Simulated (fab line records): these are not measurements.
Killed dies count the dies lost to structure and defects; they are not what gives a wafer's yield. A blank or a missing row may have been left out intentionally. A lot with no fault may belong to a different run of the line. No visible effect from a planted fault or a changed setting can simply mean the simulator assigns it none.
A single fault, viewed from 2 desks | flow n5-finfet | each desk has only its own numbers; what lay behind them comes last

## AT THE METROLOGY DESK
Means of the sampled wafers that have a number, per lot and without regard to the tool the lot ran on: this is what the gauges read. A lot is out of limits, marked OUT, if its mean lies more than 4 standard deviations from the usual mean; the brackets give that distance. Readings shown: 7 of its 10, picked as those furthest out on some lot.
Columns: A = DIBL_N at N5_BEOL_M4_RC_MEAS_101, usual 37.0 mV/V; B = DIBL_P at N5_BEOL_M4_RC_MEAS_101, usual 37.0 mV/V; C = IOFF_P at N5_BEOL_M4_RC_MEAS_101, usual 0.22 nA/um; D = SS_N at N5_BEOL_M4_RC_MEAS_101, usual 71.7 mV/dec; E = SS_P at N5_BEOL_M4_RC_MEAS_101, usual 73.6 mV/dec; F = VT_N at N5_BEOL_M4_RC_MEAS_101, usual 249 mV; G = VT_P at N5_BEOL_M4_RC_MEAS_101, usual -249 mV
lot  | first seen here | A    | B    | C    | D    | E    | F   | G
L347 | day 11 15:15    | 39.0 | 38.6 | 0.22 | 72.7 | 74.1 | 251 | -253
L354 | day 13 01:04    | 37.6 | 39.4 | 0.23 | 71.5 | 74.1 | 247 | -251
L355 | day 14 07:56    | 37.7 | 38.9 | 0.26 | 72.1 | 74.4 | 249 | -246
L363 | day 15 07:26    | 36.8 | 37.3 | 0.23 | 72.1 | 73.2 | 249 | -249
Finding of this desk: none of the 4 lots has anything out of limits.

## THE TOOL OWNER'S DESK: litho-track-04
The tool's own readings at N5_FIN_SAQP_COAT_50 (time 60 s, resist thk 35 nm): means of the sampled wafers that have a number, for each lot that ran on this tool. A lot is out of limits, marked OUT, if its mean lies more than 4 standard deviations from the usual mean; the brackets give that distance.
Columns: A = exhaust-pa at N5_FIN_SAQP_COAT_50, usual 45.0 Pa; B = spin-speed-rpm at N5_FIN_SAQP_COAT_50, usual 1500.1 rpm
lot  | first seen here | A    | B
L347 | day 2 15:49     | 43.7 | 1500.2
L354 | day 4 08:55     | 44.8 | 1536.4 (+38) OUT
L355 | day 4 15:46     | 44.6 | 1536.1 (+37) OUT
This desk's verdict: out of limits on L354, L355, starting with L354 at day 4 08:55 (spin-speed-rpm at N5_FIN_SAQP_COAT_50). Within limits: L347.

## PUT TOGETHER
An alarm could have come from the tool owner's desk at day 4 08:55, on L354, L355.
The metrology desk saw nothing out of limits.
The metrology desk holds a record of L354, L355, inside its limits.
The lots listed all ran N5_FIN_SAQP_COAT_50 on litho-track-04.

## WHAT HAD BEEN PUT IN BY THE SIMULATOR
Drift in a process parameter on litho-track-04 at N5_FIN_SAQP_COAT_50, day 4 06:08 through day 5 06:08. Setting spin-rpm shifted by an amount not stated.
Lots struck among those shown: L354, L355.
How many hours passed from the start of the fault until each desk's first out-of-limits reading: the tool owner's desk, 3.
